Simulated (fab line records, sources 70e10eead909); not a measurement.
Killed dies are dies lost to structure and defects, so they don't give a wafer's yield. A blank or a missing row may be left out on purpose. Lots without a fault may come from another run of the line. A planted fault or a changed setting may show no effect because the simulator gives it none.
fab line records | flow nand_harc
record lots=5 wafers=15 last_day=24
route steps=1159 shown P_GATE@170
lots that met no fault: from a run of the same line without faults
start_h: hours from the record's first day to the start of the lot's first wafer shown | wait_h: hours since the lot's step before | " the same as in the row above | L1.1+2: a row that stands for several wafers | - no value, or no start given | * or withheld: withheld | < > ~ a bound
route shown NAME@n: a module of which the file shows steps, and the number in the route of the first | usual: mean/standard deviation of fault-free wafers | same: alike in all rows | chamber/n: place in a boat | sites: the reading at each site | _std_site: their standard deviation | _edge_site: outer sites' mean less inner sites' | radius_mm: how far each site lies from the wafer's centre | mask NAME#n: copy n | behind: the tool/chamber that last shaped the wafer | hold: why the lot was held/for how many hours/how that ended | device: the transistor (n, p or np) that didn't switch | end of line: the same wafers' tests at the end of the route | a step without rows: its recipe alone | killed: dies lost to structure and defects at the first sort, not the wafer's yield | map: a wafer's dies, x killed, . not, _ none there
set.NAME: the setting as run; set.NAME@STEP: as run at that earlier step | model.NAME: the simulator's own value behind a step, which no gauge read
lots at some steps of the route; a table a step, a row a wafer
services: from which hour (start_h, from the record's first day; less than 0 if before it) a tool's chamber was out of use, for how many hours, and why
## steps
# step NHARC_P_GATE_CD_MEAS_46
# recipe target_cd_nm=720 landing_energy_ev=500
# usual cd_nm=720.5/1.7
# columns lot.wafer tool chamber start_h wait_h cd_nm
L543.1 cd_sem-03 0 105.29 - 719.3
L543.5 " 0 " " 721.8
L543.6 " 0 " " 721.6
L546.1 cd_sem-01 0 127.50 - 721.1
L546.3 " 0 " " 720.8
L546.4 " 0 " " 720.8
L550.1 cd_sem-03 0 151.18 - 721.8
L550.3 " 0 " " 723.5
L550.4 " 0 " " 720.5
L559.2 cd_sem-03 0 208.21 - 718.6
L559.3 " 0 " " 721.6
L559.5 " 0 " " 719.8
L562.2 cd_sem-02 0 221.55 - 718.7
L562.5 " 0 " " 717.6
L562.6 " 0 " " 718.5
# step NHARC_P_GATE_HARDBAKE_47
# recipe temp_c=125 time_s=80
# step NHARC_P_GATE_DESCUM_48
# recipe time_s=3 o2_flow_sccm=200 ar_flow_sccm=0 bias_power_w=0 chemistry=O2
# usual drypump_motor_current_A=5.8/0.41 oes_product_au=0.998/0.01 rf_vpp_V=58.0/1 showerhead_plenum_p_Torr=1.95/0.095 throttle_valve_pct=11.311/0.009
# columns lot.wafer tool chamber start_h wait_h drypump_motor_current_A oes_product_au rf_hours_counter_h rf_vpp_V showerhead_plenum_p_Torr throttle_valve_pct
L543.1 rie_diel-09 3 105.45 - 6.2 1.003 7 59.4 2.07 11.319
L543.6 " 3 " " 6.2 0.997 - 59.6 2.07 11.318
L543.5 " 0 " " 5.5 1.010 - 55.0 1.83 11.306
L546.4 rie_diel-10 0 127.66 - 5.7 0.992 20 59.2 2.06 11.304
L546.1 " 1 " " 5.7 1.017 18 56.0 1.79 11.322
L546.3 " 3 " " 5.5 0.999 21 58.6 1.94 11.301
L550.1 rie_diel-10 2 151.38 - 6.7 0.997 26 57.5 2.03 11.327
L550.3 " 0 " " 5.7 0.992 26 58.0 2.06 11.312
L550.4 " 2 " " 6.7 1.000 - 58.4 2.03 11.305
L559.2 rie_diel-10 0 208.75 - 5.7 1.003 7 58.1 2.05 11.316
L559.3 " 0 " " 5.7 1.001 - 57.2 2.05 11.305
L559.5 " 2 " " 6.7 0.981 - 58.4 2.03 11.312
L562.2 rie_diel-02 2 221.73 - 5.9 1.004 25 60.4 2.07 11.315
L562.5 " 0 " " 5.8 1.005 - 56.7 1.92 11.318
L562.6 " 1 " " 5.6 0.987 - 58.9 1.93 11.320
# step NHARC_P_GATE_IMPLANT_49
# recipe energy_kev=30 dose_cm2=3e+15 tilt_deg=7
# step NHARC_P_GATE_STRIP_111
# recipe power_w=1500 temp_c=110 time_s=250 chemistry=N2/H2
# usual drypump_motor_current_A=6.0/0.51 heater_power_w=89/10
# columns lot.wafer tool chamber start_h wait_h drypump_motor_current_A heater_power_w rf_hours_counter_h
L543.1 plasma_asher-02 1 105.98 0.4 6.0 98 30
L543.6 " 1 " " 6.0 96 -
L543.5 " 0 " " 5.2 72 -
L546.1 plasma_asher-02 0 128.02 0.2 5.2 72 38
L546.4 " 0 " " 5.2 72 -
L546.3 " 1 " " 5.9 96 -
L550.1 plasma_asher-02 0 151.75 0.2 5.1 71 46
L550.4 " 0 " " 5.2 71 -
L550.3 " 1 " " 6.0 94 -
L559.2 plasma_asher-01 0 209.30 0.3 6.5 96 35
L559.3 " 1 " " 6.3 88 -
L559.5 " 0 " " 6.5 97 -
L562.2 plasma_asher-02 0 222.15 0.2 5.2 73 10
L562.6 " 1 " " 5.9 96 -
L562.5 " 0 " " 5.2 73 -
# step NHARC_P_GATE_STRIP_75
# recipe power_w=1500 temp_c=250 chemistry=O2
# usual drypump_motor_current_A=6.0/0.51 heater_power_w=333/39
# columns lot.wafer tool chamber start_h wait_h drypump_motor_current_A heater_power_w rf_hours_counter_h
L543.1 plasma_asher-02 1 106.28 0.3 6.0 353 31
L543.6 " 1 " " 6.0 344 -
L543.5 " 0 " " 5.1 270 -
L546.1 plasma_asher-02 0 128.32 0.3 5.2 270 38
L546.4 " 0 " " 5.1 265 -
L546.3 " 1 " " 6.0 366 -
L550.1 plasma_asher-02 0 152.05 0.2 5.1 263 46
L550.4 " 0 " " 5.1 262 -
L550.3 " 1 " " 6.0 361 -
L559.2 plasma_asher-01 0 209.56 0.2 6.5 369 35
L559.3 " 1 " " 6.3 339 -
L559.5 " 0 " " 6.5 366 -
L562.2 plasma_asher-02 0 222.42 0.2 5.1 273 10
L562.6 " 1 " " 5.9 359 -
L562.5 " 0 " " 5.1 272 -
# step NHARC_P_GATE_STRIP_50
# recipe time_s=900 temp_c=130 chemistry=SPM
# step NHARC_P_GATE_DEHYDRATE_51
# recipe temp_c=150 time_s=120
# step NHARC_P_GATE_HMDS_52
# recipe time_s=30
# step NHARC_P_GATE_COAT_53
# recipe spin_rpm=3000
# step NHARC_P_GATE_SOFTBAKE_54
# recipe temp_c=122 time_s=95
# step NHARC_P_GATE_EBR_55
# step NHARC_P_GATE_EXPOSE_56
# recipe na=0.6 target_cd_nm=720 dose_mj=14.81 mask_id=P_PSD
# columns lot.wafer tool chamber start_h wait_h mask
L543.1+5+6 krf_scanner-03 0 107.05 - P_PSD#0
L546.1+3+4 krf_scanner-01 0 129.09 - P_HVN#0
L550.1+3+4 krf_scanner-01 0 152.86 - P_PSD#0
L559.2+3+5 krf_scanner-01 0 210.33 - P_PSD#0
L562.2+5+6 krf_scanner-03 0 223.06 - P_PSD#0
# step NHARC_P_GATE_PEB_57
# recipe peb_temp_c=118 peb_time_s=85
# step NHARC_P_GATE_DEVELOP_58
# recipe time_s=70
# step NHARC_P_GATE_CD_MEAS_59
# recipe target_cd_nm=720 landing_energy_ev=500
# usual cd_nm=720.5/2
# columns lot.wafer tool chamber start_h wait_h cd_nm
L543.1 cd_sem-01 0 107.21 - 716.8
L543.5 " 0 " " 719.9
L543.6 " 0 " " 717.6
L546.1 cd_sem-03 0 129.25 - -
L546.3 " 0 " " -
L546.4 " 0 " " -
L550.1 cd_sem-02 0 153.01 - 720.9
L550.3 " 0 " " 719.2
L550.4 " 0 " " 718.5
L559.2 cd_sem-03 0 210.48 - 717.1
L559.3 " 0 " " 718.9
L559.5 " 0 " " 718.6
L562.2 cd_sem-02 0 223.21 - 718.0
L562.5 " 0 " " 721.3
L562.6 " 0 " " 718.6
# step NHARC_P_GATE_HARDBAKE_60
# recipe temp_c=125 time_s=80
## services
# columns tool chamber start_h hours kind
rie_diel-10 0 82.26 - clean
rie_diel-10 1 82.26 - clean
rie_diel-10 2 82.26 - clean
rie_diel-10 3 82.26 - clean
krf_scanner-01 - 84.00 4.0 pm
rie_diel-10 0 93.42 5.2 repair
plasma_asher-01 - 99.26 9.0 pm
krf_scanner-03 - 101.11 0.6 repair
rie_diel-10 0 106.76 - clean
rie_diel-10 1 106.76 - clean
rie_diel-10 1 108.33 12.8 repair
rie_diel-10 3 142.10 11.2 repair
krf_scanner-01 - 146.33 1.7 repair
rie_diel-02 - 150.73 9.0 pm
krf_scanner-03 - 171.87 4.0 pm
rie_diel-10 - 176.58 9.0 pm
plasma_asher-02 - 183.34 9.0 pm
plasma_asher-02 0 183.34 9.0 vent_cycle
plasma_asher-02 1 183.34 9.0 vent_cycle
plasma_asher-02 0 192.34 - clean
plasma_asher-02 1 192.34 - clean
rie_diel-09 0 192.44 7.7 repair
rie_diel-10 1 200.45 14.6 repair
rie_diel-10 3 205.37 8.3 repair
## key
first_sign step=NHARC_P_GATE_EXPOSE_56 reading=mask direction=changed
effect step=NHARC_P_GATE_CD_MEAS_59 reading=cd_nm direction=missing
met_at NHARC_P_GATE_EXPOSE_56
struck_wafers L546.1,L546.3,L546.4
later_rows_left_out L546.1,L546.3,L546.4
sort_left_out L546.1,L546.3,L546.4
tester_left_out L546
fault kind=wrong_mask tool=any chamber=- onset_h=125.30 steps=NHARC_P_GATE_EXPOSE_56 aux_copy=P_HVN#0 scope=struck_lots_only
# tester_left_out: of these lots the tester's yield and bins aren't shown, on N5 and GAA mostly nor the transistor test; their killed dies are dies lost to structure and defects alone, not to doping, threshold or leakage, so they don't give the yield
# sort_left_out: the simulated sort isn't trusted on such a fault, so these wafers' sort isn't shown, and their yield isn't known
# later_rows_left_out: the simulator's readings of these wafers behind a module that went badly wrong aren't trusted and aren't shown, but for the sort
